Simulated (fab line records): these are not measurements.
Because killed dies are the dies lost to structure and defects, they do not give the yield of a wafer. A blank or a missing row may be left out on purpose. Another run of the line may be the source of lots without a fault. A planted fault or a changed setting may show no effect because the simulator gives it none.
Chamber matching :: flow n5 finfet :: 4 sister chambers for N5_BEOL_M5_ETCH_75 on rie diel-02
The step etches underlayer in N2/H2, target depth 6.5 nm, time 5.2 s. 14 wafers are shown with their chamber, then 7 later ones without.

## WAFERS PAIRED WITH THEIR CHAMBERS
wafer: L078.1
chamber: 2
drypump motor current A (A): 6.7
etch rf on time s (s): 5.33
throttle valve pct (%): 18.08

wafer: L078.3
chamber: 0
drypump motor current A (A): 5.0
etch rf on time s (s): 4.91
throttle valve pct (%): 17.98

wafer: L078.5
chamber: 2
drypump motor current A (A): 6.7
etch rf on time s (s): 5.29
throttle valve pct (%): 18.09

wafer: L079.1
chamber: 1
drypump motor current A (A): 6.2
etch rf on time s (s): 5.33
throttle valve pct (%): 17.87

wafer: L079.2
chamber: 2
drypump motor current A (A): 6.7
etch rf on time s (s): 5.41
throttle valve pct (%): 18.08

wafer: L079.4
chamber: 3
drypump motor current A (A): 6.5
etch rf on time s (s): 5.37
throttle valve pct (%): 17.97

wafer: L084.3
chamber: 2
drypump motor current A (A): 6.8
etch rf on time s (s): 5.37
throttle valve pct (%): 18.13

wafer: L084.4
chamber: 0
drypump motor current A (A): 5.0
etch rf on time s (s): 4.89
throttle valve pct (%): 17.51

wafer: L084.5
chamber: 1
drypump motor current A (A): 6.2
etch rf on time s (s): 5.33
throttle valve pct (%): 17.88

wafer: L087.3
chamber: 2
drypump motor current A (A): 6.7
etch rf on time s (s): 5.38
throttle valve pct (%): 18.13

wafer: L087.4
chamber: 1
drypump motor current A (A): 6.2
etch rf on time s (s): 5.38
throttle valve pct (%): 17.90

wafer: L087.6
chamber: 1
drypump motor current A (A): 6.2
etch rf on time s (s): 5.37
throttle valve pct (%): 17.91

wafer: L088.2
chamber: 3
drypump motor current A (A): 6.5
etch rf on time s (s): 5.38
throttle valve pct (%): 17.93

wafer: L088.3
chamber: 1
drypump motor current A (A): 6.2
etch rf on time s (s): 5.35
throttle valve pct (%): 17.92

SIGNATURES (averages over the wafers above)
reading: drypump motor current A
chamber 0: 5.000
chamber 1: 6.200
chamber 2: 6.720
chamber 3: 6.500
scatter within a chamber: 0.0283

reading: etch rf on time s
chamber 0: 4.9000
chamber 1: 5.3520
chamber 2: 5.3560
chamber 3: 5.3750
scatter within a chamber: 0.0332

reading: throttle valve pct
chamber 0: 17.7450
chamber 1: 17.8960
chamber 2: 18.1020
chamber 3: 17.9500
scatter within a chamber: 0.108
Rule: distance of a wafer from a chamber = root of the sum over the readings of ((wafer's reading minus chamber's mean) / reading's scatter) squared. If the next closest chamber is less than 2 further off than the closest, the wafer can't be placed; otherwise it belongs to the closest. The scatter: the root of (the sum of the squares of (reading less its chamber's mean) over the shown wafers, divided by (wafers less chambers)).

## WAFERS WITH NO CHAMBER GIVEN
wafer: L088.5
drypump motor current A (A): 6.4
etch rf on time s (s): 5.36
throttle valve pct (%): 17.97

wafer: L089.1
drypump motor current A (A): 6.2
etch rf on time s (s): 5.35
throttle valve pct (%): 17.90

wafer: L089.2
drypump motor current A (A): 6.5
etch rf on time s (s): 5.36
throttle valve pct (%): 17.97

wafer: L089.4
drypump motor current A (A): 6.8
etch rf on time s (s): 5.42
throttle valve pct (%): 18.13

wafer: L095.1
drypump motor current A (A): 6.2
etch rf on time s (s): 5.43
throttle valve pct (%): 17.92

wafer: L095.3
drypump motor current A (A): 5.0
etch rf on time s (s): 4.91
throttle valve pct (%): 17.56

wafer: L095.4
drypump motor current A (A): 6.5
etch rf on time s (s): 5.41
throttle valve pct (%): 18.01

## WHICH CHAMBER EACH WENT THROUGH
wafer: L088.5
from the rows above: 3
in truth: 3

wafer: L089.1
from the rows above: 1
in truth: 1

wafer: L089.2
from the rows above: 3
in truth: 3

wafer: L089.4
from the rows above: 2
in truth: 2

wafer: L095.1
from the rows above: 1
in truth: 1

wafer: L095.3
from the rows above: 0
in truth: 0

wafer: L095.4
from the rows above: 3
in truth: 3
Placed correctly: 7 of 7. Can't be placed from these rows: 0. Placed wrongly: 0.
